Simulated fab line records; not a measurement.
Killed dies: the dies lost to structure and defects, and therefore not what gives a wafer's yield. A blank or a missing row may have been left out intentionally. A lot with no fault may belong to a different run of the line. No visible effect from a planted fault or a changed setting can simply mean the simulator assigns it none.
A struck lot beside a sound one | flow nand_harc | 44 steps out of a route of 1302
Sound: wafers L798.1, L798.4, L798.6. Struck: wafers L785.4, L785.5, L785.6. The cause is given at the end.
For every step that has rows: the tool of each side, followed by ch and its chambers, followed by its first start. Under that, the readings that differ: sound wafers | struck wafers | difference of the means | sigmas: that difference in standard deviations of wafers without a fault.
alike: readings with means less than 2 such deviations apart, plus words and numbers identical on both sides. not compared: withheld readings, readings lacking a value on some wafer, bounds such as >300 that could conceal the same value, and numbers that have no deviation in the record and whose values overlap.
The two part at a step that has a row with sigmas, a row that says differs or no value, or rows on one side only. Numbers that don't overlap but have no deviation are shown without sigmas and don't part them. A reading missing from all wafers of one side parts the sides only when that side holds two or more wafers.

first, 9 steps without rows for these wafers: NHARC_P_GATE_OXIDE_02 (material SiO2, target thk 37.5 nm, ox time 365 s); NHARC_P_GATE_DEHYDRATE_03 (time 120 s); NHARC_P_GATE_HMDS_04 (time 30 s); NHARC_P_GATE_COAT_05; NHARC_P_GATE_SOFTBAKE_06 (time 95 s); NHARC_P_GATE_EBR_07; NHARC_P_GATE_EXPOSE_08 (exposes mask P HV); NHARC_P_GATE_PEB_09 (peb time 85 s); NHARC_P_GATE_DEVELOP_10 (time 70 s).
NHARC_P_GATE_CD_MEAS_11: the cd target is 1640 nm.
  sound on cd_sem-01 ch 0, day 12 08:11; struck on cd_sem-02 ch 0, day 6 19:58
  reading    | sound                | struck               | difference | sigmas
  cd_nm (nm) | 1641.0 1641.5 1643.7 | 1639.1 1639.8 1638.2 | -3.0       | -2
then, 1 step without rows for these wafers: NHARC_P_GATE_HARDBAKE_12 (time 80 s).
NHARC_P_GATE_DESCUM_13: chemistry O2, time 3 s.
  sound on rie_diel-08 ch 2,3, day 12 08:22; struck on rie_diel-06 ch 0,1,3, day 6 20:08
  alike: drypump_motor_current_A, o2_flow_sccm, oes_product_au, rf_vpp_V, showerhead_plenum_p_Torr, throttle_valve_pct
  not compared: rf_hours_counter_h
NHARC_P_GATE_ETCH_14: etches SiO2 in dHF, target depth 48.8 nm.
  sound on wet_bench-07 ch 1,3,7, day 12 08:29; struck on wet_bench-01 ch 2,6,7, day 6 20:15
then, 6 steps without rows for these wafers: NHARC_P_GATE_STRIP_15 (strips in SPM, time 780 s); NHARC_P_GATE_PRECLEAN_71 (cleans in SC1); NHARC_P_GATE_SRD_72; NHARC_P_GATE_OXIDE_16 (material SiO2, target thk 3 nm, ox time 392 s); NHARC_P_GATE_CVD_17 (deposits poly-Si, target thk 150 nm, time 900 s); NHARC_P_GATE_HM_DEP_102 (deposits aC, target thk 120 nm).
NHARC_P_GATE_DEP_103: deposits SiON, target thk 30 nm.
  sound on pecvd-04 ch 0,1,2, day 12 21:49; struck on pecvd-03 ch 0,1,2, day 7 12:08
  alike: heater_power_w
then, 8 steps without rows for these wafers: NHARC_P_GATE_DEHYDRATE_18 (time 120 s); NHARC_P_GATE_HMDS_19 (time 30 s); NHARC_P_GATE_COAT_20 (resist thk 90 nm); NHARC_P_GATE_SOFTBAKE_21 (time 55 s); NHARC_P_GATE_EBR_22; NHARC_P_GATE_EXPOSE_23 (exposes mask P GATE, target cd 120 nm); NHARC_P_GATE_PEB_24 (peb time 65 s); NHARC_P_GATE_DEVELOP_25 (develop time 35 s).
NHARC_P_GATE_CD_MEAS_26: the cd target is 120 nm.
  sound on cd_sem-01 ch 0, day 12 22:28; struck on cd_sem-02 ch 0, day 7 12:44
  alike: cd_nm
NHARC_P_GATE_OVL_MEAS_27:
  sound on overlay-01 at day 12 22:33; struck on overlay-01 at day 7 12:50
  alike: overlay_x_nm, overlay_y_nm
NHARC_P_GATE_INSPECT_28:
  sound on defect_inspect-02 at day 12 22:35; struck on defect_inspect-01 at day 7 12:52
  reading          | sound | struck      | difference | sigmas
  raw_defect_count | 5 5 9 | 322 296 312 | +304       | +98
then, 1 step without rows for these wafers: NHARC_P_GATE_DESCUM_31 (chemistry O2, time 3 s).
NHARC_P_GATE_ETCH_104: etches the open film in CF4/CHF3, target depth 60 nm.
  sound on rie_diel-06 ch 0,3, day 12 22:44; struck on rie_diel-13 ch 0,3, day 7 13:01
  reading               | sound             | struck            | difference | sigmas
  oes_product_au (a.u.) | 0.930 0.918 0.921 | 0.976 0.981 0.982 | +0.057     | +3
  alike: drypump_motor_current_A, rf_vpp_V, showerhead_plenum_p_Torr, throttle_valve_pct
then, 2 steps without rows for these wafers: NHARC_P_GATE_HM_OPEN_105 (chemistry O2/COS, target depth 360 nm); NHARC_P_GATE_STRIP_106 (strips in O2/COS).
NHARC_P_GATE_ETCH_114: etches the open film in CF4/O2, target depth 30 nm, overetch 3 nm, time 16.5 s.
  sound: rie_diel-06 ch 1,2,3; struck: rie_diel-13 ch 0,1
  alike: drypump_motor_current_A, o2_flow_sccm, oes_f_703_au, oes_product_au, rf_vpp_V, showerhead_plenum_p_Torr, throttle_valve_pct
  not compared: rf_hours_counter_h
then, 1 step without rows for these wafers: NHARC_P_GATE_ETCH_32 (etches the open film in HBr/Cl2, target depth 150 nm, time 100.1 s).
NHARC_P_GATE_STRIP_108: strips in O2.
  sound on rie_diel-06 ch 0,2,3, day 12 23:16; struck on rie_diel-06 ch 0,1,2, day 7 13:37
  alike: drypump_motor_current_A, o2_flow_sccm, oes_product_au, rf_vpp_V, showerhead_plenum_p_Torr, throttle_valve_pct
  not compared: rf_hours_counter_h
NHARC_P_GATE_CD_MEAS_33:
  sound on cd_sem-02 at day 12 23:27; struck on cd_sem-03 at day 7 13:46
  alike: cd_nm
then, 3 steps without rows for these wafers: NHARC_P_GATE_STRIP_35 (strips in SPM, time 600 s); NHARC_P_GATE_PRECLEAN_73 (cleans in SC1); NHARC_P_GATE_SRD_74.
NHARC_P_GATE_INSPECT_68:
  sound on defect_inspect-02 at day 13 16:39; struck on defect_inspect-01 at day 8 06:59
  reading          | sound       | struck      | difference | sigmas
  raw_defect_count | 209 178 230 | 491 380 473 | +242       | +2
-- the record jumps here: 19 days lie between the struck wafers' starts before and after (it left off in module P_GATE and takes up again in module END, whose first step shown is number 1302 of the route) --
NHARC_END_SORT_01:
  here the record holds rows for the struck wafers (prober-02 ch 0, day 27 09:59) but none for the sound ones

== WHERE THEY PART ==
Last at NHARC_END_SORT_01 as far as this record goes, first at NHARC_P_GATE_CD_MEAS_11.

WHY: what the simulator had put in
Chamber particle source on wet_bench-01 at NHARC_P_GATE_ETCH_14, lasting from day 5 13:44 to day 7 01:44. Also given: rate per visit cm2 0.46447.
